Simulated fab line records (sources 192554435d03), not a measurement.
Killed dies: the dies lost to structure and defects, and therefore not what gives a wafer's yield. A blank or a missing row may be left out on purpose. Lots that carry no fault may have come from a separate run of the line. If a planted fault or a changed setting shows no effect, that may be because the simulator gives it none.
Chamber matching | flow n5_finfet | 4 sister chambers for N5_FIN_CUT_STRIP_24 on rie_diel-03
The step strips in CF4. 8 wafers are shown with their chamber, then 8 later ones without.

== WAFERS PAIRED WITH THEIR CHAMBERS ==
wafer  | chamber | showerhead_plenum_p_Torr (Torr) | throttle_valve_pct (%)
L075.4 | 3       | 1.70                            | 13.93
L082.2 | 3       | 1.70                            | 13.94
L082.4 | 2       | 1.73                            | 13.78
L084.1 | 0       | 1.71                            | 13.72
L085.3 | 2       | 1.73                            | 13.80
L085.5 | 1       | 1.86                            | 13.61
L085.6 | 0       | 1.70                            | 13.73
L086.1 | 1       | 1.86                            | 13.61

== WAFERS MISSING THEIR CHAMBER ==
wafer  | showerhead_plenum_p_Torr (Torr) | throttle_valve_pct (%)
L086.4 | 1.73                            | 13.81
L086.5 | 1.86                            | 13.63
L087.1 | 1.86                            | 13.63
L087.5 | 1.86                            | 13.63
L087.6 | 1.73                            | 13.80
L092.3 | 1.86                            | 13.65
L092.5 | 1.86                            | 13.64
L092.6 | 1.72                            | 13.83

== WHICH CHAMBER EACH ONE RAN IN ==
wafer  | from the rows above | in truth
L086.4 | 2                   | 2
L086.5 | 1                   | 1
L087.1 | 1                   | 1
L087.5 | 1                   | 1
L087.6 | 2                   | 2
L092.3 | 1                   | 1
L092.5 | 1                   | 1
L092.6 | 2                   | 2
Placed correctly: 8 of 8. Left unplaced by these rows: 0. Number placed wrongly: 0.
How it was worked out, from the rows above alone: a wafer's distance from a chamber is the root of the sum, over the readings, of the square of ((its reading less the chamber's mean) divided by the reading's scatter). If the next closest chamber is less than 2 further off than the closest, the wafer can't be placed; otherwise it belongs to the closest. The mean given for a chamber averages the wafers shown for that chamber. The scatter: take each reading less its chamber's mean, square it, sum over the shown wafers, divide by the number of wafers less the number of chambers, and take the root.
